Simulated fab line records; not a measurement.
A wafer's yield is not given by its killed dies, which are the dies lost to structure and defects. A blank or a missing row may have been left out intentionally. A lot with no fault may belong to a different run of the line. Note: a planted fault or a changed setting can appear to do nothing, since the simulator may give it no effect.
Which tool was responsible? + flow n5 finfet + 11 lots, 31 wafers sampled, at 3 steps of a route of 1938

WHAT THE GAUGES READ, wafer by wafer
N5_BEOL_M7_THK_MEAS_01.
| lot  | measured     | on            | M7_ILD_THK (nm)   |
|------|--------------|---------------|-------------------|
| L763 | day 9 11:12  | film metro-02 | 153.3 152.8 155.9 |
| L765 | day 9 17:26  | film metro-01 | 154.0 153.6 152.8 |
| L768 | day 10 14:54 | film metro-02 | 156.2 154.9 157.1 |
| L769 | day 10 18:59 | film metro-01 | 152.1 155.4 155.9 |
| L770 | day 11 09:22 | film metro-01 | 153.5 150.7 155.6 |
| L771 | day 11 11:00 | film metro-02 | 154.9 153.7 156.0 |
| L773 | day 11 17:58 | film metro-02 | 151.6 154.1 154.7 |
| L772 | day 11 18:19 | film metro-01 | 153.4 154.8 156.2 |
| L778 | day 13 05:00 | film metro-01 | 122.9 157.4       |
| L777 | day 13 10:56 | film metro-01 | 155.3 122.4       |
| L783 | day 14 05:35 | film metro-01 | 155.9 122.8 157.9 |

EACH LOT AND THE TOOL THAT RAN IT (in order: tool; ch and the chambers of the sampled wafers; start)
| lot  | N5_BEOL_M6_STRIP_80                           | N5_BEOL_M7_ILD_DEP_00           |
|------|-----------------------------------------------|---------------------------------|
| L763 | rie diel-01 ch 1,2,3, day 9 07:55 or earlier  | pecvd-01 ch 1,2, day 9 10:38    |
| L765 | rie diel-06 ch 0,2,3, day 9 14:38 or earlier  | pecvd-03 ch 0,1,2, day 9 16:52  |
| L768 | rie diel-06 ch 0,1,3, day 10 10:37 or earlier | pecvd-03 ch 0,1,2, day 10 14:19 |
| L769 | rie diel-06 ch 0,2,3, day 10 16:17 or earlier | pecvd-01 ch 0,1, day 10 18:23   |
| L770 | rie diel-06 ch 2,3, day 11 03:32 or earlier   | pecvd-04 ch 0,2, day 11 08:05   |
| L771 | rie diel-01 ch 0,3, day 11 08:03 or earlier   | pecvd-04 ch 0,1,2, day 11 10:25 |
| L773 | rie diel-04 ch 2,3, day 11 14:39 or earlier   | pecvd-01 ch 0,1,2, day 11 17:21 |
| L772 | rie diel-01 ch 0,3, day 11 14:53 or earlier   | pecvd-01 ch 1,2, day 11 17:44   |
| L778 | rie diel-01 ch 1,2, day 13 00:28 or earlier   | pecvd-01 ch 1,2, day 13 04:13   |
| L777 | rie diel-04 ch 2,3, day 13 07:16 or earlier   | pecvd-01 ch 0, day 13 10:22     |
| L783 | rie diel-01 ch 0,2,3, day 14 02:07 or earlier | pecvd-01 ch 0,2, day 14 04:31   |
- N5_BEOL_M6_STRIP_80: strips in N2/H2, time 10 s.
- N5_BEOL_M7_ILD_DEP_00: deposits SiCOH lowk from DEMS/porogen, target thk 179.75 nm, time 33.4 s.

THE ANSWER, worked out from the rows above alone
Rule: the usual values come from the lots themselves. The widest of any qualifying gaps counts: lots, ordered by their means at a reading, are off when they make up no more than a third of the lots, leave a main group of 4 or more, and stand apart from it by 3 or more times the standard deviation of that group's means. If all means in a main group match to the digits the tables above print for the reading, that group is not used. A lot without any number at a reading at which 4 lots or more have one is off too. Where the step has rows for the other lots, those lots are counted as sound.
Off: at N5_BEOL_M7_THK_MEAS_01 (M7_ILD_THK), L778, L777, L783. Mean 154.3 nm and standard deviation 0.89 in the main group.
If a tool, at a process step before that reading, ran all the lots that are off and no sound lot after the first of them, it fits. Those tools and the gauges at N5_BEOL_M7_THK_MEAS_01 are tried in the same way. N5_BEOL_M6_STRIP_80: start missing for some lots; hours and lot order therefore follow N5_BEOL_M6_CD_MEAS_35. 2 tools fit, pecvd-01 at N5_BEOL_M7_ILD_DEP_00 and film metro-01 at N5_BEOL_M7_THK_MEAS_01, so this cannot tell which one it is.

WHAT WAS PUT IN BY THE SIMULATOR
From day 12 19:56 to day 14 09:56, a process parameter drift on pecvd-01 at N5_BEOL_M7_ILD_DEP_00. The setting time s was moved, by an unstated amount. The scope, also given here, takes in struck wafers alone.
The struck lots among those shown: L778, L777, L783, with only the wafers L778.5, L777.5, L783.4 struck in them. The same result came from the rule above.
